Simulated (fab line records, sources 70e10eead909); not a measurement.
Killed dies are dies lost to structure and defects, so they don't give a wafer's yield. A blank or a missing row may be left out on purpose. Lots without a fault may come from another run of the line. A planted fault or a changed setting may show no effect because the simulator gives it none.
Which tool did it? | flow nand_harc | 6 lots, 18 wafers sampled, at 5 steps of a route of 1302

WHAT THE GAUGES READ, wafer by wafer
NHARC_END_SORT_01.
lot  | measured     | on        | killed_at_array
L863 | day 29 06:41 | prober-02 | 49

WHICH TOOL RAN EACH LOT (tool, then ch and the chambers of the sampled wafers, then the start)
lot  | NHARC_A_CHANNEL_FILL_D2_ALD_03                 | NHARC_A_CHANNEL_FILL_D2_ALD_16   | NHARC_A_CHANNEL_FILL_D2_ETCHBACK_08           | NHARC_A_STAIRCASE_EXPOSE_163
L853 | ald_sin_batch-02 ch 0, day 14 22:50 or earlier | ald_hk-04 ch 0,1,2, day 14 22:50 | rie_diel-12 ch 0,2,3, day 16 11:16 or earlier | krf_scanner-01 ch 0, day 16 11:16
L855 | ald_sin_batch-02 ch 0, day 15 15:18 or earlier | ald_hk-04 ch 0,1,2, day 15 15:18 | rie_diel-06 ch 0,1,2, day 17 03:48 or earlier | krf_scanner-04 ch 0, day 17 03:48
L858 | ald_sin_batch-01 ch 0, day 17 11:55 or earlier | ald_hk-01 ch 0,3, day 17 11:55   | rie_diel-12 ch 0,2, day 19 03:13 or earlier   | krf_scanner-02 ch 0, day 19 03:13
L861 | ald_sin_batch-01 ch 0, day 18 06:47 or earlier | ald_hk-01 ch 1,2,3, day 18 06:47 | rie_diel-02 ch 0,1,3, day 19 20:02 or earlier | krf_scanner-02 ch 0, day 19 20:02
L863 | ald_sin_batch-03 ch 0, day 18 21:47 or earlier | ald_hk-01 ch 1,3, day 18 21:47   | rie_diel-12 ch 0,1,3, day 20 10:39 or earlier | krf_scanner-01 ch 0, day 20 10:39
L869 | ald_sin_batch-03 ch 0, day 21 17:37 or earlier | ald_hk-02 ch 0,1, day 21 17:37   | rie_diel-12 ch 0,3, day 23 08:02 or earlier   | krf_scanner-04 ch 0, day 23 08:02
- NHARC_A_CHANNEL_FILL_D2_ALD_03: deposits SiNx, target thk 6 nm, pulse time 60 s, ald cycles 58.
- NHARC_A_CHANNEL_FILL_D2_ALD_16: deposits SiO2, target thk 1.5 nm, pulse time 10 s, ald cycles 15.
- NHARC_A_CHANNEL_FILL_D2_ETCHBACK_08: etches the open film in C4F8, target depth 220 nm, time 110 s.
- NHARC_A_STAIRCASE_EXPOSE_163: exposes mask STAIR OPEN.

THE ANSWER, worked out from the rows above alone
Rule: what is usual is taken from the lots themselves. Put in order of their means at a reading, lots are off if they are a third of the lots or fewer, leave a main group of 4 or more, and stand apart from it by a gap of 3 or more times the standard deviation of the main group's means; of several such gaps the widest counts. A main group whose means are all the same, to the digits that the tables above print for the reading, isn't used. A lot without any number at a reading at which 4 lots or more have one is off too. The other lots that the step has rows for count as sound.
No lot is off at any reading shown: from this, nothing can be told.

WHAT THE SIMULATOR HAD PUT IN
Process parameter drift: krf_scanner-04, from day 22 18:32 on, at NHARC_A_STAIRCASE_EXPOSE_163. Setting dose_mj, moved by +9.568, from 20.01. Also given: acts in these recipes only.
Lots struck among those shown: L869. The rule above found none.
